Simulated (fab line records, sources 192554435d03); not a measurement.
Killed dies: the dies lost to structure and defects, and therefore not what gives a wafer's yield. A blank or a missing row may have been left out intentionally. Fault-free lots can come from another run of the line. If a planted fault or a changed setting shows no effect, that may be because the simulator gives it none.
Chamber matching | flow n5-finfet | N5_DUMMY_GATE_ETCH_44 on rie-si-02: 4 sister chambers
The step etches poly-Si in HBr/O2, stops on SiO2, target depth 127.5 nm. 7 wafers are shown with their chamber, then 7 later ones without.

WAFERS PAIRED WITH THEIR CHAMBERS
wafer  | chamber | throttle-valve-pct (%) | oes-product-au (a.u.)
L089.5 | 3       | 18.73                  | 0.722
L089.6 | 2       | 18.08                  | 0.728
L091.3 | 2       | 18.06                  | 0.732
L091.5 | 3       | 18.74                  | 0.713
L091.6 | 0       | 18.50                  | 0.738
L093.2 | 0       | 18.49                  | 0.728
L093.3 | 1       | 18.19                  | 0.722

WAFERS WHOSE CHAMBER IS MISSING
wafer  | throttle-valve-pct (%) | oes-product-au (a.u.)
L093.5 | 18.19                  | 0.722
L095.1 | 18.20                  | 0.731
L095.4 | 18.49                  | 0.732
L095.5 | 18.04                  | 0.723
L096.1 | 18.07                  | 0.732
L096.2 | 18.19                  | 0.726
L096.5 | 18.20                  | 0.731

WHICH CHAMBER EACH WENT THROUGH
wafer  | from the rows above | in truth
L093.5 | 1                   | 1
L095.1 | 1                   | 1
L095.4 | 0                   | 0
L095.5 | 2                   | 2
L096.1 | 2                   | 2
L096.2 | 1                   | 1
L096.5 | 1                   | 1
Correct placement for 7 of the 7. Left unplaced by these rows: 0. 0 placed wrongly.
How it was worked out, from the rows above alone: a wafer's distance from a chamber is the root of the sum, over the readings, of the square of ((its reading less the chamber's mean) divided by the reading's scatter). If the next closest chamber is less than 2 further off than the closest, the wafer can't be placed; otherwise it belongs to the closest. Each chamber's mean is taken over the wafers shown for it. How the scatter is found: for the shown wafers, subtract from each reading the mean of its chamber, square and add these, divide the total by (wafers less chambers), then take the root.
